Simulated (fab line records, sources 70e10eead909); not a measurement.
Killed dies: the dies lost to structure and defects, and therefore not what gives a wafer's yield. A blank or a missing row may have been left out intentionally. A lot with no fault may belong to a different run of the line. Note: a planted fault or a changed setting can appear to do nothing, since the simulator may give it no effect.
Check of tool commonality -- flow nandHarc -- Sample size 11 lots and 36 wafers

## REASON FOR OPENING
On 1 of the 11 lots, a flag is raised at NHARC_P_ZERO_WELL_CD_MEAS_37 on the reading cdNm. No-fault wafers: 718.9 nm, standard deviation 1.9.
Rule: a lot is flagged in two cases, either no wafer of it has a number, or all its wafers with numbers fall more than 4 standard deviations from that mean. As for the other lots, they are considered sound.

lot,measured,on,"cdNm (nm), wafer by wafer",flag
L676,day 1 16:13,cdSem-03,716.3 718.2 716.6,
L678,day 2 04:20,cdSem-03,721.0 719.2 717.8,
L679,day 2 10:16,cdSem-03,718.0 721.8 721.1,
L681,day 2 22:08,cdSem-01,717.7 717.7 718.3,
L684,day 3 15:59,cdSem-01,719.2 716.7 717.3,
L685,day 3 22:07,cdSem-02,719.2 720.6 716.3,
L686,day 4 04:16,cdSem-01,718.2 721.1 717.7,
L688,day 4 16:20,cdSem-02,721.9 722.9 722.4,
L691,day 5 10:14,cdSem-01,727.9 726.8 727.4 728.0 727.0 727.3,FLAGGED
L698,day 7 04:17,cdSem-03,717.7 718.2 717.8,
L699,day 7 10:20,cdSem-01,719.5 721.2 721.0,
The mean of the flagged lots' numbers is 727.4 nm, +8.5 nm from the usual (+4 standard deviations).

## WHICH TOOL RAN EACH LOT
The record holds 2 process steps before the reading, out of a route of 1159 steps. Cell contents, in order: the tool; ch with the chambers the sampled wafers went through; the start.
lot,flag,NHARC_P_ZERO_WELL_DESCUM_13,NHARC_P_ZERO_WELL_EXPOSE_34
L676,,"rieDiel-12 ch 1,2,3, day 1 13:31","krfScanner-01 ch 0, day 1 16:04"
L678,,"rieDiel-06 ch 2,3, day 2 01:31","krfScanner-01 ch 0, day 2 04:10"
L679,,"rieDiel-06 ch 1,2, day 2 07:26","krfScanner-04 ch 0, day 2 10:06"
L681,,"rieDiel-06 ch 0,1,2, day 2 19:25","krfScanner-02 ch 0, day 2 21:59"
L684,,"rieDiel-12 ch 0,2,3, day 3 13:24","krfScanner-01 ch 0, day 3 15:50"
L685,,"rieDiel-12 ch 0,1,3, day 3 19:25","krfScanner-01 ch 0, day 3 21:58"
L686,,"rieDiel-12 ch 2,3, day 4 01:27","krfScanner-04 ch 0, day 4 04:07"
L688,,"rieDiel-12 ch 2,3, day 4 13:25","krfScanner-04 ch 0, day 4 16:10"
L691,FLAGGED,"rieDiel-06 ch 0,1, day 5 07:24","krfScanner-01 ch 0, day 5 10:04"
L698,,"rieDiel-06 ch 0,2,3, day 7 01:25","krfScanner-01 ch 0, day 7 04:08"
L699,,"rieDiel-05 ch 0,1,2, day 7 07:28","krfScanner-02 ch 0, day 7 10:10"
What the steps here do:
- NHARC_P_ZERO_WELL_DESCUM_13: chemistry O2, time 3 s.
- NHARC_P_ZERO_WELL_EXPOSE_34: exposes mask P PWELL, target cd 720 nm.
- NHARC_P_ZERO_WELL_CD_MEAS_37: target cd 720 nm.

## FLAGGED AGAINST TOTAL, ONE TOOL AT A TIME (gauges that did the reading follow at the end)
step,tool,lots run,flagged,share of the flagged lots,sound lots run after its first flagged lot
NHARC_P_ZERO_WELL_DESCUM_13,rieDiel-05,1,0,none,-
NHARC_P_ZERO_WELL_DESCUM_13,rieDiel-06,5,1,all,1 (L698)
NHARC_P_ZERO_WELL_DESCUM_13,rieDiel-12,5,0,none,-
NHARC_P_ZERO_WELL_EXPOSE_34,krfScanner-01,6,1,all,1 (L698)
NHARC_P_ZERO_WELL_EXPOSE_34,krfScanner-02,2,0,none,-
NHARC_P_ZERO_WELL_EXPOSE_34,krfScanner-04,3,0,none,-
NHARC_P_ZERO_WELL_CD_MEAS_37,cdSem-01,5,1,all,1 (L699)
NHARC_P_ZERO_WELL_CD_MEAS_37,cdSem-02,2,0,none,-
NHARC_P_ZERO_WELL_CD_MEAS_37,cdSem-03,4,0,none,-

## WHAT THE TABLE PERMITS
3 rows of the table ran every flagged lot: rieDiel-06 at NHARC_P_ZERO_WELL_DESCUM_13, krfScanner-01 at NHARC_P_ZERO_WELL_EXPOSE_34, cdSem-01 at NHARC_P_ZERO_WELL_CD_MEAS_37.
- rieDiel-06 at NHARC_P_ZERO_WELL_DESCUM_13: 1 of its 5 lots flagged. After the first flagged lot (L698), sound lots still ran on it; a lasting fault on the whole tool would not permit that.
- krfScanner-01 at NHARC_P_ZERO_WELL_EXPOSE_34: 1 of its 6 lots flagged. After the first flagged lot (L698), sound lots still ran on it; a lasting fault on the whole tool would not permit that.
- cdSem-01 at NHARC_P_ZERO_WELL_CD_MEAS_37: 1 of its 5 lots flagged. After the first flagged lot (L699), sound lots still ran on it; a lasting fault on the whole tool would not permit that.
No row of the table ran every flagged lot and no sound lot after the first.

## WHAT THE SIMULATOR PUT IN
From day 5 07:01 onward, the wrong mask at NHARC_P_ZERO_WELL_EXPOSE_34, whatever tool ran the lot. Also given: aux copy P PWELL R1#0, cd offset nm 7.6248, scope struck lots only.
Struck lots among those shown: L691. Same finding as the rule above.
